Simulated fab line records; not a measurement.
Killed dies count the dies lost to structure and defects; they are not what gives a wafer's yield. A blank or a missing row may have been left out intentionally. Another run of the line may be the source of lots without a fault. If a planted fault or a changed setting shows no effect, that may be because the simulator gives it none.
Matching of chambers :: flow n5-finfet :: 4 sister chambers for N5_MOL_CONTACT_COAG_ETCH_47 on rie-diel-06
The step etches SiNx in CH3F/O2, stops on W, target depth 27 nm. 22 wafers are shown with their chamber, then 11 later ones without.

WAFERS, EACH WITH ITS CHAMBER
wafer: L074.4
chamber: 3
drypump-motor-current-A (A): 5.7
showerhead-plenum-p-Torr (Torr): 1.97
rf-vpp-V (V): 288

wafer: L074.5
chamber: 3
drypump-motor-current-A (A): 5.7
showerhead-plenum-p-Torr (Torr): 1.97
rf-vpp-V (V): 289

wafer: L074.6
chamber: 2
drypump-motor-current-A (A): 4.9
showerhead-plenum-p-Torr (Torr): 2.10
rf-vpp-V (V): 302

wafer: L076.2
chamber: 0
drypump-motor-current-A (A): 5.2
showerhead-plenum-p-Torr (Torr): 2.10
rf-vpp-V (V): 304

wafer: L076.4
chamber: 0
drypump-motor-current-A (A): 5.2
showerhead-plenum-p-Torr (Torr): 2.10
rf-vpp-V (V): 303

wafer: L076.6
chamber: 1
drypump-motor-current-A (A): 5.6
showerhead-plenum-p-Torr (Torr): 2.07
rf-vpp-V (V): 306

wafer: L075.2
chamber: 1
drypump-motor-current-A (A): 5.6
showerhead-plenum-p-Torr (Torr): 2.07
rf-vpp-V (V): 306

wafer: L075.3
chamber: 2
drypump-motor-current-A (A): 4.9
showerhead-plenum-p-Torr (Torr): 2.10
rf-vpp-V (V): 303

wafer: L075.4
chamber: 1
drypump-motor-current-A (A): 5.6
showerhead-plenum-p-Torr (Torr): 2.07
rf-vpp-V (V): 305

wafer: L077.3
chamber: 1
drypump-motor-current-A (A): 5.6
showerhead-plenum-p-Torr (Torr): 2.07
rf-vpp-V (V): 306

wafer: L077.4
chamber: 2
drypump-motor-current-A (A): 4.9
showerhead-plenum-p-Torr (Torr): 2.10
rf-vpp-V (V): 302

wafer: L077.5
chamber: 1
drypump-motor-current-A (A): 5.6
showerhead-plenum-p-Torr (Torr): 2.07
rf-vpp-V (V): 306

wafer: L083.2
chamber: 0
drypump-motor-current-A (A): 5.2
showerhead-plenum-p-Torr (Torr): 2.10
rf-vpp-V (V): 302

wafer: L083.4
chamber: 2
drypump-motor-current-A (A): 5.0
showerhead-plenum-p-Torr (Torr): 2.09
rf-vpp-V (V): 302

wafer: L083.5
chamber: 1
drypump-motor-current-A (A): 5.6
showerhead-plenum-p-Torr (Torr): 2.07
rf-vpp-V (V): 307

wafer: L085.2
chamber: 0
drypump-motor-current-A (A): 5.2
showerhead-plenum-p-Torr (Torr): 2.09
rf-vpp-V (V): 302

wafer: L085.4
chamber: 2
drypump-motor-current-A (A): 5.0
showerhead-plenum-p-Torr (Torr): 2.09
rf-vpp-V (V): 301

wafer: L085.6
chamber: 0
drypump-motor-current-A (A): 5.2
showerhead-plenum-p-Torr (Torr): 2.09
rf-vpp-V (V): 303

wafer: L089.1
chamber: 0
drypump-motor-current-A (A): 5.2
showerhead-plenum-p-Torr (Torr): 2.09
rf-vpp-V (V): 304

wafer: L089.3
chamber: 2
drypump-motor-current-A (A): 4.9
showerhead-plenum-p-Torr (Torr): 2.09
rf-vpp-V (V): 301

wafer: L089.5
chamber: 1
drypump-motor-current-A (A): 5.6
showerhead-plenum-p-Torr (Torr): 2.06
rf-vpp-V (V): 305

wafer: L090.2
chamber: 3
drypump-motor-current-A (A): 5.6
showerhead-plenum-p-Torr (Torr): 1.96
rf-vpp-V (V): 290

SIGNATURES (means of the wafers above)
reading: drypump-motor-current-A
chamber 0: 5.200
chamber 1: 5.600
chamber 2: 4.933
chamber 3: 5.667
scatter within a chamber: 0.0333

reading: showerhead-plenum-p-Torr
chamber 0: 2.0950
chamber 1: 2.0686
chamber 2: 2.0950
chamber 3: 1.9667
scatter within a chamber: 0.00501

reading: rf-vpp-V
chamber 0: 303.00
chamber 1: 305.86
chamber 2: 301.83
chamber 3: 289.00
scatter within a chamber: 0.806
Rule: for each reading, subtract the chamber's mean from the wafer's reading, divide by that reading's scatter and square the result; add these up over the readings and take the root, which gives the wafer's distance from the chamber. The wafer belongs to the nearest chamber; if the next one is less than 2 further off, it can't be placed. The scatter: take each reading less its chamber's mean, square it, sum over the shown wafers, divide by the number of wafers less the number of chambers, and take the root.

WAFERS WITH NO CHAMBER GIVEN
wafer: L090.3
drypump-motor-current-A (A): 4.9
showerhead-plenum-p-Torr (Torr): 2.09
rf-vpp-V (V): 301

wafer: L090.4
drypump-motor-current-A (A): 5.2
showerhead-plenum-p-Torr (Torr): 2.09
rf-vpp-V (V): 303

wafer: L091.1
drypump-motor-current-A (A): 5.6
showerhead-plenum-p-Torr (Torr): 2.06
rf-vpp-V (V): 304

wafer: L091.5
drypump-motor-current-A (A): 5.6
showerhead-plenum-p-Torr (Torr): 2.06
rf-vpp-V (V): 306

wafer: L091.6
drypump-motor-current-A (A): 5.7
showerhead-plenum-p-Torr (Torr): 1.96
rf-vpp-V (V): 287

wafer: L093.1
drypump-motor-current-A (A): 4.9
showerhead-plenum-p-Torr (Torr): 2.09
rf-vpp-V (V): 302

wafer: L093.3
drypump-motor-current-A (A): 5.6
showerhead-plenum-p-Torr (Torr): 2.06
rf-vpp-V (V): 305

wafer: L093.5
drypump-motor-current-A (A): 5.2
showerhead-plenum-p-Torr (Torr): 2.09
rf-vpp-V (V): 302

wafer: L094.1
drypump-motor-current-A (A): 5.6
showerhead-plenum-p-Torr (Torr): 1.96
rf-vpp-V (V): 291

wafer: L094.2
drypump-motor-current-A (A): 5.2
showerhead-plenum-p-Torr (Torr): 2.09
rf-vpp-V (V): 302

wafer: L094.5
drypump-motor-current-A (A): 5.7
showerhead-plenum-p-Torr (Torr): 1.96
rf-vpp-V (V): 290

WHICH CHAMBER EACH WENT THROUGH
wafer: L090.3
from the rows above: 2
in truth: 2

wafer: L090.4
from the rows above: 0
in truth: 0

wafer: L091.1
from the rows above: 1
in truth: 1

wafer: L091.5
from the rows above: 1
in truth: 1

wafer: L091.6
from the rows above: 3
in truth: 3

wafer: L093.1
from the rows above: 2
in truth: 2

wafer: L093.3
from the rows above: 1
in truth: 1

wafer: L093.5
from the rows above: 0
in truth: 0

wafer: L094.1
from the rows above: 3
in truth: 3

wafer: L094.2
from the rows above: 0
in truth: 0

wafer: L094.5
from the rows above: 3
in truth: 3
Placed correctly: 11 of 11. Left unplaced by these rows: 0. Placed wrongly: 0.
